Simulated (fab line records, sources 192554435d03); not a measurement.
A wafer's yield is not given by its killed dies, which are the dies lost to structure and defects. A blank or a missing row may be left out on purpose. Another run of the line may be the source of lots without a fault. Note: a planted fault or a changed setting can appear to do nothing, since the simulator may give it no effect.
Split-lot experiment	flow n5 finfet	on a route of 1938 steps: 7 lots, 21 wafers read

== SPLIT DETAILS ==
At N5_MOL_CONTACT_COAG_ALD_131 (deposits SiO2, target thk 5 nm, pulse time 1 s, co reactant pulse time 1 s), the setting ald cycles was moved away from the recipe's 35 on 4 of the 21 wafers read, by +5.7% to +14.3%. The other wafers ran this setting at the recipe's value.

Reading taken at the split's own step.

== THE READING ==
SiO2_of_MOL_CONTACT_COAG_ALD_131.thk nm (the simulator's own value, which no gauge read), in nm, at N5_MOL_CONTACT_COAG_ALD_131 (deposits SiO2, target thk 5 nm, pulse time 1 s, co reactant pulse time 1 s). No usual value for it is given in the file.

wafer	tool, chamber at the split	ald cycles as run	against the recipe	SiO2_of_MOL_CONTACT_COAG_ALD_131.thk nm, nm	against lot-mates on the recipe
L078.3	ald sin-01, 0,0,3	35	recipe	5	-
L078.4	ald sin-01, 0,0,3	35	recipe	5	-
L078.6	ald sin-01, 0,0,3	35	recipe	5	-
L080.1	ald sin-01, 2,0	38	+8.6%	5.4	+0.4
L080.6	ald sin-01, 2,0	38	+8.6%	5.4	+0.4
L080.2	ald sin-01, 3	35	recipe	5	-
L082.1	ald sin-04, 1,2,2	35	recipe	5	-
L082.3	ald sin-04, 1,2,2	35	recipe	5	-
L082.6	ald sin-04, 1,2,2	35	recipe	5	-
L084.2	ald sin-04, 0	40	+14.3%	5.6	+0.6
L084.3	ald sin-04, 2,3	35	recipe	5	-
L084.4	ald sin-04, 2,3	35	recipe	5	-
L087.2	ald sin-04, 3	35	recipe	5	-
L087.6	ald sin-04, 3	35	recipe	5	-
L087.3	ald sin-04, 2	37	+5.7%	5.2	+0.2
L093.1	ald sin-04, 1,2,0	35	recipe	5	-
L093.3	ald sin-04, 1,2,0	35	recipe	5	-
L093.6	ald sin-04, 1,2,0	35	recipe	5	-
L094.2	ald sin-02, 0,2,0	35	recipe	5	-
L094.3	ald sin-02, 0,2,0	35	recipe	5	-
L094.5	ald sin-02, 0,2,0	35	recipe	5	-
If several chambers appear in one row, that row covers several wafers at once and the file leaves open which wafer was in which chamber.

THE FIT
A straight line over all 21 wafers: SiO2_of_MOL_CONTACT_COAG_ALD_131.thk nm changes by +0.0432 nm for each +1% of ald cycles; r = +1.00; the points scatter about the line by 0.015 nm.
The same after taking each lot's own level away (the mean of its wafers on the recipe; 21 wafers): +0.0432 nm for each +1%; r = +1.00; scatter 0.015 nm.
That fit puts the effect of the largest move of ald cycles on the reading at 0.62 nm.
The lots' own levels span 5.00 to 5.00 nm.
Consequently the slope shifts little with the lot-to-lot level, the two slopes agreeing.
Check: +0.637 nm against its lot-mates is what the line predicts for one of the wafers moved furthest among these (+14.3%) when that wafer is left out of the fit. It came out at +0.6 nm against them.

== THE OTHER SPLITS THESE WAFERS WENT THROUGH ==
Note: prior to the reading, these wafers also went through further splits. Each is held against what the fit with the lots' levels taken away leaves over:
other split on the same wafers	wafers away from the commonest value	r with SiO2_of_MOL_CONTACT_COAG_ALD_131.thk nm (lot level and that fit taken away)
N5_SD_EPI_N_EXPOSE_06 dose mj	7	-0.22
N5_SD_EPI_N_DESCUM_14 time s	6	-0.26
N5_SD_EPI_N_ETCH_45 target depth a	5	-0.12
N5_SDB_ALD_29 ald cycles	5	+0.30
N5_HKMG_FIN_EXPOSE_46 dose mj	10	-0.34
N5_HKMG_FIN_ETCH_55 bias w	10	-0.16

== FILE'S OWN FIT ==
SiO2_of_MOL_CONTACT_COAG_ALD_131.thk nm changes by +0.0424 nm for each +1% of ald cycles, r = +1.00.
